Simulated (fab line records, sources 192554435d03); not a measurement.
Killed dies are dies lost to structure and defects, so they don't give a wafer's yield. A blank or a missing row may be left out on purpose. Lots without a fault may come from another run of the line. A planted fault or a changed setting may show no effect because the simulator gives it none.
Chamber matching | flow n5_finfet | N5_BEOL_M10_PECVD_70 on pecvd-02: 3 sister chambers
The step deposits SiO2 from TEOS/O2, target thk 20 nm, time 22.7 s. 6 wafers are shown with their chamber, then 8 later ones without.

WAFERS WITH THEIR CHAMBER
wafer  | chamber | throttle_valve_pct (%) | showerhead_plenum_p_Torr (Torr)
L081.1 | 2       | 21.9                   | 8.69
L081.3 | 0       | 21.8                   | 8.80
L084.3 | 2       | 22.0                   | 8.70
L084.5 | 0       | 21.7                   | 8.80
L084.6 | 1       | 24.4                   | 8.63
L092.1 | 1       | 24.3                   | 8.66

WAFERS WITHOUT THEIR CHAMBER
wafer  | throttle_valve_pct (%) | showerhead_plenum_p_Torr (Torr)
L092.4 | 24.5                   | 8.62
L092.6 | 22.2                   | 8.70
L093.1 | 21.7                   | 8.79
L093.3 | 24.3                   | 8.64
L093.5 | 24.6                   | 8.65
L096.2 | 21.7                   | 8.79
L096.4 | 21.5                   | 8.80
L096.6 | 22.3                   | 8.69

WHICH CHAMBER EACH WENT THROUGH
wafer  | from the rows above | in truth
L092.4 | 1                   | 1
L092.6 | 2                   | 2
L093.1 | 0                   | 0
L093.3 | 1                   | 1
L093.5 | 1                   | 1
L096.2 | 0                   | 0
L096.4 | 0                   | 0
L096.6 | 2                   | 2
Placed correctly: 8 of 8. Can't be placed from these rows: 0. Placed wrongly: 0.
How it was worked out, from the rows above alone: a wafer's distance from a chamber is the root of the sum, over the readings, of the square of ((its reading less the chamber's mean) divided by the reading's scatter). The wafer belongs to the nearest chamber; if the next one is less than 2 further off, it can't be placed. A chamber's mean is the mean of its shown wafers. The scatter: the root of (the sum of the squares of (reading less its chamber's mean) over the shown wafers, divided by (wafers less chambers)).
